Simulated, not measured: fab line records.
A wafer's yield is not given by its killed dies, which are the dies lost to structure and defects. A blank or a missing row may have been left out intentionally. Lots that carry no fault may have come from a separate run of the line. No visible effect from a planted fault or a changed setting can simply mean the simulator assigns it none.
fab line records | flow n5-finfet | part 1 of 2: steps 1 to 4 of 6
record: lots: 22 | wafers: 66 | last-day: 18
route steps=1938 shown BEOL_M7@1286 BEOL_M8@1350
lots with no fault: from the same line, run without faults
start-h: hours from the record's opening day to when the first of the lot's shown wafers began | wait-h: time in hours since the lot's previous step | " unchanged from the row above | L1.1+2: one row covering several wafers at once | - no value present, or no start provided | * or withheld: withheld | < > ~ a bound
route shown NAME@n: a module of which the file shows steps, and the number in the route of the first | usual: the fault-free wafers' mean and standard deviation | same: alike in all rows | chamber/n: place in a boat | sites: readings site by site | _std_site: standard deviation across them | _edge_site: outer sites' mean less inner sites' | radius-mm: for every site, how far away it sits from the centre of the wafer | mask NAME#n: copy n | behind: the last tool/chamber to shape the wafer | hold: cause of the lot's hold/its duration in hours/its outcome | device: the transistor (n, p or np) that didn't switch | end of line: at the end of the route, the tests of the same wafers | a step given without rows: its recipe and nothing more | killed: count of dies lost to structure and defects at first sort (not the wafer's yield) | map: a wafer's dies, x killed, . not, _ none there
set.NAME: the setting as run; set.NAME@STEP: as run at that earlier step | model.NAME: the simulator's own value behind a step, which no gauge read
a sample of lots followed through the steps of the route, with each step as a table and each wafer as a row
services: the hour from which a tool's chamber was out of use, counted from the record's first day as start-h (under 0 if before that day), plus the number of hours and why
== steps ==
step: N5_BEOL_M7_CD_MEAS_18
recipe: pitch-nm: 80 | target-cd-nm: 40
usual: cd-nm: 40.1/0.66
lot.wafer | tool      | chamber | start-h | wait-h | cd-nm
L075.1    | cd-sem-01 | -       | 202.82  | 0.0    | 40.2
L075.2    | "         | -       | "       | "      | 41.0
L075.6    | "         | -       | "       | "      | 40.1
L076.3    | cd-sem-03 | -       | 208.75  | 0.1    | 39.9
L076.4    | "         | -       | "       | "      | 39.9
L076.5    | "         | -       | "       | "      | 40.5
L077.2    | cd-sem-02 | -       | 208.93  | 0.1    | 39.8
L077.3    | "         | -       | "       | "      | 40.2
L077.6    | "         | -       | "       | "      | 40.7
L078.1    | cd-sem-03 | -       | 220.07  | 0.0    | 40.2
L078.3    | "         | -       | "       | "      | 40.8
L078.6    | "         | -       | "       | "      | 40.1
L079.3    | cd-sem-03 | -       | 226.28  | 0.1    | 40.1
L079.4    | "         | -       | "       | "      | 40.5
L079.6    | "         | -       | "       | "      | 39.9
L081.1    | cd-sem-01 | -       | 236.48  | 0.0    | 40.0
L081.3    | "         | -       | "       | "      | 41.0
L081.5    | "         | -       | "       | "      | 39.9
L080.1    | cd-sem-02 | -       | 237.26  | 0.0    | 40.5
L080.4    | "         | -       | "       | "      | 40.3
L080.5    | "         | -       | "       | "      | 40.6
L083.2    | cd-sem-01 | -       | 240.95  | 0.1    | 40.1
L083.3    | "         | -       | "       | "      | 39.6
L083.5    | "         | -       | "       | "      | 40.5
L082.1    | cd-sem-01 | -       | 244.10  | 0.0    | 40.7
L082.2    | "         | -       | "       | "      | 40.7
L082.3    | "         | -       | "       | "      | 40.8
L084.1    | cd-sem-01 | -       | 262.13  | 0.0    | 40.1
L084.3    | "         | -       | "       | "      | 40.2
L084.6    | "         | -       | "       | "      | 39.6
L085.3    | cd-sem-03 | -       | 265.71  | 0.1    | 40.5
L085.4    | "         | -       | "       | "      | 40.6
L085.6    | "         | -       | "       | "      | 40.9
L086.1    | cd-sem-03 | -       | 266.73  | 0.0    | 40.6
L086.4    | "         | -       | "       | "      | 40.7
L086.5    | "         | -       | "       | "      | 40.8
L087.2    | cd-sem-03 | -       | 270.43  | 0.1    | 39.1
L087.5    | "         | -       | "       | "      | 39.3
L087.6    | "         | -       | "       | "      | 41.1
L088.3    | cd-sem-03 | -       | 273.92  | 0.1    | 40.0
L088.4    | "         | -       | "       | "      | 39.9
L088.6    | "         | -       | "       | "      | 40.8
L089.3    | cd-sem-01 | -       | 289.96  | 0.1    | 39.7
L089.4    | "         | -       | "       | "      | 40.6
L089.6    | "         | -       | "       | "      | 40.4
L090.2    | cd-sem-01 | -       | 296.99  | 0.1    | 40.1
L090.4    | "         | -       | "       | "      | 40.8
L090.6    | "         | -       | "       | "      | 39.7
L091.1    | cd-sem-02 | -       | 300.48  | 0.0    | 41.0
L091.3    | "         | -       | "       | "      | 40.1
L091.6    | "         | -       | "       | "      | 40.2
L093.1    | cd-sem-03 | -       | 300.52  | 0.0    | 40.6
L093.2    | "         | -       | "       | "      | 41.2
L093.5    | "         | -       | "       | "      | 41.5
L092.2    | cd-sem-03 | -       | 306.94  | 0.1    | 40.1
L092.4    | "         | -       | "       | "      | 40.6
L092.6    | "         | -       | "       | "      | 39.8
L094.1    | cd-sem-01 | -       | 337.04  | 0.0    | 39.1
L094.2    | "         | -       | "       | "      | 39.8
L094.6    | "         | -       | "       | "      | 39.4
L095.1    | cd-sem-02 | -       | 345.19  | 0.0    | 38.6
L095.3    | "         | -       | "       | "      | 38.5
L095.5    | "         | -       | "       | "      | 38.7
L097.2    | cd-sem-03 | -       | 362.43  | 0.1    | 40.5
L097.4    | "         | -       | "       | "      | 39.0
L097.6    | "         | -       | "       | "      | 40.4
step: N5_BEOL_M7_ETCH_66
recipe: chemistry: N2/H2 | target: SOC | target-depth-a: 800 | overetch-a: 160 | mask-material: SiARC | temp-c: 40 | time-s: 120 | ion-energy-ev: 200 | pressure-mtorr: 30 | source-w: 840 | bias-w: 150 | n2-flow-sccm: 200 | h2-flow-sccm: 200
usual: drypump-motor-current-A: 5.7/0.39 | h2-flow-sccm: 200.0/0.68 | oes-product-au: 0.60/0.068 | rf-vpp-V: 524.0/2.3 | showerhead-plenum-p-Torr: 2.54/0.081 | throttle-valve-pct: 17.80/0.23
same: time-s: 120
lot.wafer | tool        | chamber | start-h | wait-h | drypump-motor-current-A | h2-flow-sccm | oes-product-au | rf-hours-counter-h | rf-vpp-V | showerhead-plenum-p-Torr | throttle-valve-pct
L075.1    | rie-diel-02 | 3       | 203.33  | 0.0    | 6.4                     | 198.7        | 0.51           | 231                | 522.4    | 2.49                     | 17.82
L075.2    | "           | 2       | "       | "      | 5.8                     | 201.0        | 0.55           | 198                | 524.0    | 2.64                     | 18.05
L075.6    | "           | 3       | "       | "      | 6.4                     | 200.7        | 0.51           | -                  | 522.7    | 2.49                     | 17.83
L076.3    | rie-diel-01 | 1       | 211.93  | 0.0    | 6.4                     | 200.7        | 0.67           | 43                 | 522.7    | 2.48                     | 17.59
L076.4    | "           | 0       | "       | "      | 5.4                     | 201.8        | 0.60           | 93                 | 524.2    | 2.55                     | 17.90
L076.5    | "           | 0       | "       | "      | 5.4                     | 201.3        | 0.60           | -                  | 524.2    | 2.55                     | 17.91
L077.2    | rie-diel-02 | 0       | 212.07  | 0.0    | 5.9                     | 200.0        | 0.53           | 244                | 521.3    | 2.39                     | 18.21
L077.3    | "           | 2       | "       | "      | 5.8                     | 199.8        | 0.55           | 201                | 525.7    | 2.64                     | 18.03
L077.6    | "           | 0       | "       | "      | 5.9                     | 199.4        | 0.52           | -                  | 520.3    | 2.39                     | 18.21
L078.1    | rie-diel-06 | 2       | 221.41  | 0.0    | 5.2                     | 200.0        | 0.54           | 206                | 526.3    | 2.64                     | 18.16
L078.3    | "           | 3       | "       | "      | 5.5                     | 199.4        | 0.65           | 50                 | 524.0    | 2.56                     | 17.50
L078.6    | "           | 3       | "       | "      | 5.5                     | 200.3        | 0.65           | -                  | 526.0    | 2.56                     | 17.49
L079.3    | rie-diel-02 | 2       | 227.55  | 0.0    | 5.7                     | 199.4        | 0.55           | 205                | 526.7    | 2.64                     | 18.05
L079.4    | "           | 1       | "       | "      | 5.2                     | 200.4        | 0.57           | 175                | 520.5    | 2.44                     | 17.61
L079.6    | "           | 3       | "       | "      | 6.4                     | 199.4        | 0.51           | -                  | 523.0    | 2.49                     | 17.86
L081.1    | rie-diel-02 | 3       | 237.14  | 0.0    | 6.4                     | 200.0        | 0.51           | 243                | 524.6    | 2.49                     | 17.85
L081.3    | "           | 2       | "       | "      | 5.8                     | 200.3        | 0.54           | 209                | 525.2    | 2.64                     | 18.05
L081.5    | "           | 2       | "       | "      | 5.8                     | 199.8        | 0.54           | -                  | 525.5    | 2.64                     | 18.05
L080.1    | rie-diel-06 | 2       | 238.87  | 0.0    | 5.2                     | 200.1        | 0.54           | 211                | 527.5    | 2.64                     | 18.16
L080.4    | "           | 3       | "       | "      | 5.5                     | 200.4        | 0.65           | 55                 | 525.2    | 2.56                     | 17.51
L080.5    | "           | 1       | "       | "      | 5.4                     | 199.9        | 0.74           | -                  | 522.4    | 2.52                     | 17.49
L083.2    | rie-diel-02 | 3       | 242.68  | 0.0    | 6.4                     | 200.2        | 0.50           | 245                | 523.0    | 2.49                     | 17.86
L083.3    | "           | 2       | "       | "      | 5.8                     | 199.4        | 0.55           | 212                | 525.7    | 2.63                     | 18.06
L083.5    | "           | 2       | "       | "      | 5.7                     | 199.0        | 0.54           | -                  | 524.1    | 2.63                     | 18.06
L082.1    | rie-diel-06 | 0       | 246.36  | 0.0    | 5.9                     | 199.7        | 0.69           | 16                 | 521.6    | 2.48                     | 17.65
L082.2    | "           | 1       | "       | "      | 5.5                     | 201.0        | 0.74           | 6                  | 521.6    | 2.51                     | 17.48
L082.3    | "           | 2       | "       | "      | 5.2                     | 199.2        | 0.53           | 213                | 525.6    | 2.63                     | 18.15
L084.1    | rie-diel-06 | 3       | 262.80  | 0.0    | 5.5                     | 200.6        | 0.64           | 65                 | 525.6    | 2.56                     | 17.53
L084.3    | "           | 0       | "       | "      | 5.9                     | 200.5        | 0.68           | 22                 | 522.1    | 2.48                     | 17.66
L084.6    | "           | 2       | "       | "      | 5.2                     | 199.3        | 0.53           | -                  | 525.6    | 2.63                     | 18.17
L085.3    | rie-diel-02 | 0       | 268.40  | 0.0    | 6.0                     | 200.0        | 0.72           | 6                  | 529.3    | 2.70                     | 17.85
L085.4    | "           | 2       | "       | "      | 5.8                     | 199.9        | 0.54           | -                  | 526.3    | 2.63                     | 18.07
L085.6    | "           | 1       | "       | "      | 5.2                     | 198.5        | 0.56           | -                  | 521.1    | 2.43                     | 17.63
L086.1    | rie-diel-01 | 0       | 268.63  | 0.0    | 5.4                     | 200.0        | 0.58           | 110                | 525.4    | 2.54                     | 17.93
L086.4    | "           | 1       | "       | "      | 6.5                     | 200.9        | 0.65           | 61                 | 521.9    | 2.47                     | 17.62
L086.5    | "           | 3       | "       | "      | 5.9                     | 200.1        | 0.62           | -                  | 527.9    | 2.63                     | 17.61
L087.2    | rie-diel-01 | 1       | 272.46  | 0.0    | 6.5                     | 200.9        | 0.65           | 62                 | 523.5    | 2.47                     | 17.63
L087.5    | "           | 2       | "       | "      | 5.6                     | 200.2        | 0.54           | -                  | 524.3    | 2.53                     | 17.83
L087.6    | "           | 1       | "       | "      | 6.5                     | 201.2        | 0.65           | -                  | 521.4    | 2.47                     | 17.61
L088.3    | rie-diel-02 | 0       | 276.00  | 0.0    | 5.9                     | 198.7        | 0.72           | 9                  | 527.1    | 2.70                     | 17.89
L088.4    | "           | 1       | "       | "      | 5.2                     | 199.8        | 0.56           | -                  | 519.9    | 2.43                     | 17.65
L088.6    | "           | 0       | "       | "      | 5.9                     | 200.3        | 0.71           | -                  | 527.4    | 2.70                     | 17.87
L089.3    | rie-diel-06 | 1       | 290.52  | 0.0    | 5.5                     | 200.3        | 0.71           | 15                 | 522.2    | 2.51                     | 17.50
L089.4    | "           | 3       | "       | "      | 5.5                     | 200.5        | 0.63           | 73                 | 525.1    | 2.55                     | 17.54
L089.6    | "           | 2       | "       | "      | 5.2                     | 199.6        | 0.53           | -                  | 526.3    | 2.63                     | 18.16
L090.2    | rie-diel-01 | 0       | 298.97  | 0.0    | 5.4                     | 200.0        | 0.58           | 118                | 523.0    | 2.54                     | 17.94
L090.4    | "           | 3       | "       | "      | 5.9                     | 200.7        | 0.61           | 136                | 526.4    | 2.63                     | 17.63
L090.6    | "           | 2       | "       | "      | 5.7                     | 199.6        | 0.53           | -                  | 522.9    | 2.53                     | 17.86
L093.1    | rie-diel-01 | 2       | 301.27  | 0.0    | 5.6                     | 199.3        | 0.54           | 218                | 524.2    | 2.53                     | 17.85
L093.2    | "           | 3       | "       | "      | 5.9                     | 200.2        | 0.61           | 137                | 527.4    | 2.63                     | 17.63
L093.5    | "           | 3       | "       | "      | 5.9                     | 200.1        | 0.61           | -                  | 526.7    | 2.63                     | 17.66
L091.1    | rie-diel-02 | 1       | 301.80  | 0.0    | 5.2                     | 199.8        | 0.55           | 204                | 521.2    | 2.43                     | 17.64
L091.3    | "           | 2       | "       | "      | 5.8                     | 200.8        | 0.53           | 235                | 527.3    | 2.62                     | 18.09
L091.6    | "           | 1       | "       | "      | 5.2                     | 200.6        | 0.55           | -                  | 521.2    | 2.43                     | 17.66
L092.2    | rie-diel-02 | 0       | 308.05  | 0.0    | 5.9                     | 200.1        | 0.69           | 20                 | 528.4    | 2.69                     | 17.90
L092.4    | "           | 3       | "       | "      | 6.4                     | 198.6        | 0.73           | 8                  | 521.2    | 2.48                     | 17.47
L092.6    | "           | 1       | "       | "      | 5.2                     | 199.3        | 0.56           | -                  | 519.1    | 2.43                     | 17.66
L094.1    | rie-diel-06 | 3       | 343.13  | 0.0    | 5.5                     | 198.7        | 0.61           | 89                 | 523.8    | 2.54                     | 17.56
L094.2    | "           | 1       | "       | "      | 5.5                     | 199.5        | 0.68           | 29                 | 523.1    | 2.51                     | 17.52
L094.6    | "           | 3       | "       | "      | 5.5                     | 199.7        | 0.61           | -                  | 523.7    | 2.55                     | 17.56
L095.1    | rie-diel-06 | 0       | 346.66  | 0.0    | 5.9                     | 199.8        | 0.65           | 46                 | 521.9    | 2.47                     | 17.72
L095.3    | "           | 2       | "       | "      | 5.2                     | 200.3        | 0.51           | 247                | 524.3    | 2.62                     | 18.21
L095.5    | "           | 2       | "       | "      | 5.2                     | 200.4        | 0.52           | -                  | 525.6    | 2.62                     | 18.22
L097.2    | rie-diel-01 | 1       | 363.30  | 0.0    | 6.5                     | 199.5        | 0.63           | 79                 | 521.2    | 2.46                     | 17.66
L097.4    | "           | 3       | "       | "      | 5.9                     | 199.9        | 0.60           | 148                | 527.7    | 2.63                     | 17.64
L097.6    | "           | 3       | "       | "      | 5.9                     | 199.8        | 0.60           | -                  | 527.2    | 2.63                     | 17.66
step: N5_BEOL_M7_STRIP_80
recipe: chemistry: N2/H2 | time-s: 10 | power-w: 450 | temp-c: 40 | pressure-mtorr: 20 | rf-frequency-hz: 6e+07 | bias-power-w: 7 | n2-flow-sccm: 200 | h2-flow-sccm: 200
usual: bias-power-w: 6.997/0.02 | drypump-motor-current-A: 5.7/0.39 | h2-flow-sccm: 200.0/0.61 | oes-product-au: 0.78/0.094 | rf-vpp-V: 59.2/0.84 | showerhead-plenum-p-Torr: 2.54/0.081 | throttle-valve-pct: 23.63/0.23
same: time-s: 10
lot.wafer | tool        | chamber | start-h | wait-h | bias-power-w | drypump-motor-current-A | h2-flow-sccm | oes-product-au | rf-hours-counter-h | rf-vpp-V | showerhead-plenum-p-Torr | throttle-valve-pct
L075.1    | rie-diel-02 | 3       | -       | -      | 6.974        | 6.4                     | 200.0        | 0.66           | 231                | 58.7     | 2.49                     | 23.55
L075.2    | "           | 2       | "       | "      | 7.036        | 5.8                     | 200.9        | 0.70           | 198                | 59.2     | 2.64                     | 23.88
L075.6    | "           | 3       | "       | "      | 7.010        | 6.4                     | 199.9        | 0.67           | -                  | 58.8     | 2.49                     | 23.55
L076.3    | rie-diel-01 | 1       | -       | -      | 6.964        | 6.4                     | 199.6        | 0.87           | 43                 | 58.7     | 2.47                     | 23.49
L076.4    | "           | 0       | "       | "      | 6.984        | 5.4                     | 200.2        | 0.79           | 93                 | 59.7     | 2.54                     | 23.60
L076.5    | "           | 0       | "       | "      | 6.988        | 5.3                     | 200.2        | 0.79           | -                  | 59.5     | 2.54                     | 23.61
L077.2    | rie-diel-02 | 0       | -       | -      | 7.034        | 5.9                     | 199.9        | 0.68           | 244                | 57.8     | 2.38                     | 23.84
L077.3    | "           | 2       | "       | "      | 7.016        | 5.7                     | 199.0        | 0.71           | 201                | 57.5     | 2.64                     | 23.88
L077.6    | "           | 0       | "       | "      | 7.014        | 5.9                     | 200.1        | 0.66           | -                  | 58.7     | 2.38                     | 23.84
L078.1    | rie-diel-06 | 2       | -       | -      | 6.958        | 5.2                     | 200.5        | 0.70           | 206                | 59.5     | 2.63                     | 24.00
L078.3    | "           | 3       | "       | "      | 7.002        | 5.5                     | 199.1        | 0.87           | 51                 | 58.9     | 2.56                     | 23.32
L078.6    | "           | 3       | "       | "      | 7.016        | 5.6                     | 199.8        | 0.87           | -                  | 60.6     | 2.56                     | 23.32
L079.3    | rie-diel-02 | 2       | -       | -      | 7.024        | 5.8                     | 199.6        | 0.71           | 205                | 59.0     | 2.63                     | 23.89
L079.4    | "           | 1       | "       | "      | 6.987        | 5.2                     | 200.8        | 0.75           | 175                | 59.7     | 2.43                     | 23.43
L079.6    | "           | 3       | "       | "      | 7.024        | 6.4                     | 198.6        | 0.66           | -                  | 57.6     | 2.48                     | 23.59
L081.1    | rie-diel-02 | 3       | -       | -      | 7.006        | 6.4                     | 200.5        | 0.66           | 243                | 60.6     | 2.48                     | 23.57
L081.3    | "           | 2       | "       | "      | 6.996        | 5.8                     | 200.6        | 0.71           | 209                | 59.2     | 2.63                     | 23.89
L081.5    | "           | 2       | "       | "      | 7.005        | 5.8                     | 199.8        | 0.70           | -                  | 59.9     | 2.63                     | 23.89
L080.1    | rie-diel-06 | 2       | -       | -      | 6.987        | 5.2                     | 199.1        | 0.70           | 211                | 60.1     | 2.63                     | 23.99
L080.4    | "           | 3       | "       | "      | 6.982        | 5.5                     | 200.5        | 0.86           | 55                 | 60.4     | 2.56                     | 23.33
L080.5    | "           | 1       | "       | "      | 6.996        | 5.5                     | 199.3        | 0.97           | -                  | 59.7     | 2.51                     | 23.30
L083.2    | rie-diel-02 | 3       | -       | -      | 6.981        | 6.4                     | 199.7        | 0.66           | 246                | 58.9     | 2.48                     | 23.58
L083.3    | "           | 2       | "       | "      | 6.978        | 5.8                     | 200.2        | 0.70           | 212                | 59.2     | 2.63                     | 23.89
L083.5    | "           | 2       | "       | "      | 6.978        | 5.8                     | 199.8        | 0.70           | -                  | 60.1     | 2.63                     | 23.90
L082.1    | rie-diel-06 | 0       | -       | -      | 7.011        | 6.0                     | 200.1        | 0.93           | 16                 | 58.8     | 2.48                     | 23.76
L082.2    | "           | 1       | "       | "      | 6.968        | 5.5                     | 200.3        | 0.96           | 6                  | 59.9     | 2.51                     | 23.33
L082.3    | "           | 2       | "       | "      | 6.998        | 5.2                     | 200.0        | 0.71           | 213                | 58.5     | 2.63                     | 24.02
L084.1    | rie-diel-06 | 3       | -       | -      | 6.992        | 5.5                     | 200.7        | 0.86           | 65                 | 59.3     | 2.55                     | 23.36
L084.3    | "           | 0       | "       | "      | 7.003        | 5.9                     | 199.9        | 0.91           | 22                 | 58.9     | 2.47                     | 23.76
L084.6    | "           | 2       | "       | "      | 6.973        | 5.2                     | 199.6        | 0.70           | -                  | 60.2     | 2.63                     | 24.00
L085.3    | rie-diel-02 | 0       | -       | -      | 7.009        | 5.9                     | 199.7        | 0.95           | 6                  | 59.2     | 2.70                     | 23.69
L085.4    | "           | 2       | "       | "      | 7.012        | 5.8                     | 200.1        | 0.69           | -                  | 59.7     | 2.63                     | 23.92
L085.6    | "           | 1       | "       | "      | 6.994        | 5.2                     | 199.9        | 0.73           | -                  | 60.3     | 2.43                     | 23.44
L086.1    | rie-diel-01 | 0       | -       | -      | 6.952        | 5.4                     | 200.2        | 0.77           | 110                | 59.4     | 2.54                     | 23.63
L086.4    | "           | 1       | "       | "      | 6.992        | 6.4                     | 200.5        | 0.84           | 61                 | 60.3     | 2.47                     | 23.53
L086.5    | "           | 3       | "       | "      | 6.981        | 5.9                     | 200.2        | 0.79           | -                  | 60.5     | 2.63                     | 23.42
L087.2    | rie-diel-01 | 1       | -       | -      | 7.006        | 6.5                     | 199.8        | 0.84           | 62                 | 59.6     | 2.46                     | 23.50
L087.5    | "           | 2       | "       | "      | 7.008        | 5.6                     | 200.6        | 0.70           | -                  | 58.5     | 2.53                     | 23.75
L087.6    | "           | 1       | "       | "      | 7.002        | 6.5                     | 199.5        | 0.83           | -                  | 58.0     | 2.46                     | 23.51
L088.3    | rie-diel-02 | 0       | -       | -      | 7.005        | 5.9                     | 199.6        | 0.93           | 9                  | 59.5     | 2.69                     | 23.71
L088.4    | "           | 1       | "       | "      | 6.986        | 5.2                     | 200.4        | 0.73           | -                  | 59.2     | 2.43                     | 23.44
L088.6    | "           | 0       | "       | "      | 7.029        | 5.9                     | 198.7        | 0.94           | -                  | 59.9     | 2.69                     | 23.69
L089.3    | rie-diel-06 | 1       | -       | -      | 7.008        | 5.5                     | 200.2        | 0.93           | 15                 | 59.3     | 2.51                     | 23.34
L089.4    | "           | 3       | "       | "      | 7.033        | 5.5                     | 200.8        | 0.83           | 73                 | 59.4     | 2.55                     | 23.33
L089.6    | "           | 2       | "       | "      | 6.972        | 5.2                     | 199.2        | 0.70           | -                  | 59.9     | 2.62                     | 24.03
L090.2    | rie-diel-01 | 0       | -       | -      | 6.974        | 5.4                     | 200.9        | 0.78           | 118                | 60.8     | 2.53                     | 23.64
L090.4    | "           | 3       | "       | "      | 6.988        | 5.9                     | 200.0        | 0.80           | 136                | 60.9     | 2.63                     | 23.42
L090.6    | "           | 2       | "       | "      | 7.007        | 5.6                     | 199.8        | 0.70           | -                  | 57.6     | 2.52                     | 23.78
L093.1    | rie-diel-01 | 2       | -       | -      | 7.018        | 5.6                     | 199.3        | 0.69           | 218                | 58.6     | 2.52                     | 23.77
L093.2    | "           | 3       | "       | "      | 6.982        | 5.9                     | 199.9        | 0.78           | 138                | 60.7     | 2.63                     | 23.42
L093.5    | "           | 3       | "       | "      | 6.983        | 5.9                     | 199.5        | 0.79           | -                  | 59.5     | 2.63                     | 23.43
L091.1    | rie-diel-02 | 1       | -       | -      | 6.964        | 5.2                     | 199.8        | 0.72           | 204                | 59.3     | 2.42                     | 23.46
L091.3    | "           | 2       | "       | "      | 6.992        | 5.8                     | 199.8        | 0.68           | 235                | 58.9     | 2.62                     | 23.95
L091.6    | "           | 1       | "       | "      | 7.006        | 5.2                     | 200.7        | 0.73           | -                  | 58.3     | 2.42                     | 23.46
L092.2    | rie-diel-02 | 0       | -       | -      | 6.984        | 5.9                     | 200.3        | 0.90           | 20                 | 60.5     | 2.69                     | 23.72
L092.4    | "           | 3       | "       | "      | 7.034        | 6.4                     | 199.4        | 0.94           | 8                  | 58.7     | 2.48                     | 23.32
L092.6    | "           | 1       | "       | "      | 6.997        | 5.2                     | 198.6        | 0.72           | -                  | 57.7     | 2.42                     | 23.44
L094.1    | rie-diel-06 | 3       | -       | -      | 6.983        | 5.5                     | 198.7        | 0.81           | 90                 | 58.0     | 2.54                     | 23.37
L094.2    | "           | 1       | "       | "      | 7.012        | 5.5                     | 200.6        | 0.89           | 29                 | 58.7     | 2.50                     | 23.37
L094.6    | "           | 3       | "       | "      | 6.985        | 5.6                     | 199.9        | 0.81           | -                  | 59.7     | 2.54                     | 23.37
L095.1    | rie-diel-06 | 0       | -       | -      | 7.026        | 5.9                     | 198.9        | 0.86           | 46                 | 59.2     | 2.46                     | 23.80
L095.3    | "           | 2       | "       | "      | 6.970        | 5.2                     | 199.9        | 0.69           | 248                | 58.9     | 2.62                     | 24.05
L095.5    | "           | 2       | "       | "      | 6.980        | 5.2                     | 199.7        | 0.69           | -                  | 57.7     | 2.62                     | 24.05
L097.2    | rie-diel-01 | 1       | -       | -      | 7.010        | 6.4                     | 200.3        | 0.80           | 79                 | 57.4     | 2.46                     | 23.52
L097.4    | "           | 3       | "       | "      | 7.008        | 5.9                     | 199.4        | 0.78           | 148                | 59.7     | 2.62                     | 23.44
L097.6    | "           | 3       | "       | "      | 7.028        | 5.9                     | 199.8        | 0.77           | -                  | 60.4     | 2.62                     | 23.44
step: N5_BEOL_M7_INSPECT_58
recipe: inspect-instrument: darkfield | mode: post-dep
usual: raw-defect-count: 72/30
lot.wafer | tool              | chamber | start-h | wait-h | raw-defect-count
L075.1    | defect-inspect-02 | -       | 207.20  | 0.0    | 55
L075.2    | "                 | -       | "       | "      | 56
L075.6    | "                 | -       | "       | "      | 40
L076.3    | defect-inspect-01 | -       | 216.04  | 0.0    | 53
L076.4    | "                 | -       | "       | "      | 78
L076.5    | "                 | -       | "       | "      | 50
L077.2    | defect-inspect-01 | -       | 216.31  | 0.0    | 57
L077.3    | "                 | -       | "       | "      | 61
L077.6    | "                 | -       | "       | "      | 61
L078.1    | defect-inspect-01 | -       | 226.53  | 0.0    | 65
L078.3    | "                 | -       | "       | "      | 45
L078.6    | "                 | -       | "       | "      | 48
L079.3    | defect-inspect-01 | -       | 231.14  | 0.0    | 109
L079.4    | "                 | -       | "       | "      | 112
L079.6    | "                 | -       | "       | "      | 162
L081.1    | defect-inspect-02 | -       | 240.61  | 0.0    | 32
L081.3    | "                 | -       | "       | "      | 26
L081.5    | "                 | -       | "       | "      | 30
L080.1    | defect-inspect-01 | -       | 241.27  | 0.0    | 67
L080.4    | "                 | -       | "       | "      | 74
L080.5    | "                 | -       | "       | "      | 54
L083.2    | defect-inspect-01 | -       | 247.22  | 0.0    | 45
L083.3    | "                 | -       | "       | "      | 50
L083.5    | "                 | -       | "       | "      | 52
L082.1    | defect-inspect-01 | -       | 249.67  | 0.0    | 70
L082.2    | "                 | -       | "       | "      | 59
L082.3    | "                 | -       | "       | "      | 71
L084.1    | defect-inspect-02 | -       | 265.68  | 0.0    | 63
L084.3    | "                 | -       | "       | "      | 76
L084.6    | "                 | -       | "       | "      | 49
L085.3    | defect-inspect-02 | -       | 272.13  | 0.0    | 51
L085.4    | "                 | -       | "       | "      | 53
L085.6    | "                 | -       | "       | "      | 37
L086.1    | defect-inspect-01 | -       | 273.13  | 0.0    | 73
L086.4    | "                 | -       | "       | "      | 50
L086.5    | "                 | -       | "       | "      | 61
L087.2    | defect-inspect-02 | -       | 276.66  | 0.0    | 103
L087.5    | "                 | -       | "       | "      | 113
L087.6    | "                 | -       | "       | "      | 68
L088.3    | defect-inspect-02 | -       | 279.01  | 0.0    | 103
L088.4    | "                 | -       | "       | "      | 113
L088.6    | "                 | -       | "       | "      | 103
L089.3    | defect-inspect-01 | -       | 293.87  | 0.0    | 66
L089.4    | "                 | -       | "       | "      | 42
L089.6    | "                 | -       | "       | "      | 39
L090.2    | defect-inspect-01 | -       | 303.84  | 0.0    | 83
L090.4    | "                 | -       | "       | "      | 88
L090.6    | "                 | -       | "       | "      | 51
L093.1    | defect-inspect-01 | -       | 305.43  | 0.0    | 65
L093.2    | "                 | -       | "       | "      | 99
L093.5    | "                 | -       | "       | "      | 94
L091.1    | defect-inspect-01 | -       | 305.75  | 0.0    | 159
L091.3    | "                 | -       | "       | "      | 145
L091.6    | "                 | -       | "       | "      | 151
L092.2    | defect-inspect-02 | -       | 312.25  | 0.0    | 45
L092.4    | "                 | -       | "       | "      | 73
L092.6    | "                 | -       | "       | "      | 41
L094.1    | defect-inspect-01 | -       | 346.55  | 0.0    | 80
L094.2    | "                 | -       | "       | "      | 72
L094.6    | "                 | -       | "       | "      | 64
L095.1    | defect-inspect-02 | -       | 350.95  | 0.0    | 68
L095.3    | "                 | -       | "       | "      | 59
L095.5    | "                 | -       | "       | "      | 62
L097.2    | defect-inspect-01 | -       | 368.12  | 0.0    | 115
L097.4    | "                 | -       | "       | "      | 106
L097.6    | "                 | -       | "       | "      | 81
